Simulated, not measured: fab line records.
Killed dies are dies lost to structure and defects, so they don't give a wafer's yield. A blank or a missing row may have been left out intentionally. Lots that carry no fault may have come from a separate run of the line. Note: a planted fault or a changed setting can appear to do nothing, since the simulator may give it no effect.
Matching of chambers -- flow nand harc -- 4 sister chambers for NHARC_P_GATE_DESCUM_48 on rie diel-11
The step chemistry O2, time 3 s. 18 wafers are shown with their chamber, then 9 later ones without.

WAFERS WITH THEIR CHAMBER
wafer,chamber,showerhead plenum p Torr (Torr),oes product au (a.u.),o2 flow sccm (sccm)
L074.4,0,1.81,0.992,200.2
L074.5,2,1.85,1.023,199.2
L074.6,3,1.82,1.014,199.9
L075.1,3,1.82,1.002,199.2
L075.5,1,1.92,0.990,199.0
L075.6,0,1.81,0.998,201.2
L076.1,3,1.82,0.997,200.7
L076.2,0,1.81,0.987,199.8
L076.5,3,1.82,1.007,200.0
L077.1,0,1.81,0.994,200.2
L077.4,2,1.85,1.014,200.5
L077.6,0,1.81,1.001,200.3
L084.2,3,1.82,0.996,199.8
L084.5,2,1.85,1.004,199.5
L084.6,3,1.82,0.997,200.3
L093.2,0,1.81,0.996,200.3
L093.5,0,1.81,1.009,200.1
L093.6,3,1.81,1.000,199.3

SIGNATURES, as means of the wafers listed above
reading,chamber 0,chamber 1,chamber 2,chamber 3,scatter within a chamber
showerhead plenum p Torr,1.8100,1.9200,1.8500,1.8186,0.00247
oes product au,0.99671,0.99000,1.01367,1.00186,0.00725
o2 flow sccm,200.300,199.000,199.733,199.886,0.515
Rule: distance of a wafer from a chamber = root of the sum over the readings of ((wafer's reading minus chamber's mean) / reading's scatter) squared. If the next closest chamber is less than 2 further off than the closest, the wafer can't be placed; otherwise it belongs to the closest. How the scatter is found: for the shown wafers, subtract from each reading the mean of its chamber, square and add these, divide the total by (wafers less chambers), then take the root.

WAFERS WITHOUT THEIR CHAMBER
wafer,showerhead plenum p Torr (Torr),oes product au (a.u.),o2 flow sccm (sccm)
L095.1,1.81,0.992,201.1
L095.3,1.81,1.013,200.2
L095.6,1.81,0.996,200.0
L096.1,1.81,1.003,199.7
L096.2,1.91,0.992,199.7
L096.3,1.81,0.996,200.8
L097.1,1.81,0.996,200.7
L097.2,1.85,0.998,200.5
L097.3,1.91,0.984,199.9

CHAMBER TAKEN BY EACH
wafer,from the rows above,in truth
L095.1,0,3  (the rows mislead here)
L095.3,can't be placed: 0 or 3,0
L095.6,0,0
L096.1,0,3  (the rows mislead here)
L096.2,1,1
L096.3,0,0
L097.1,0,0
L097.2,2,2
L097.3,1,1
Placed correctly: 6 of 9. From these rows, 1 cannot be placed; in 1 the true chamber is one of the candidates. Placed wrongly: 2.
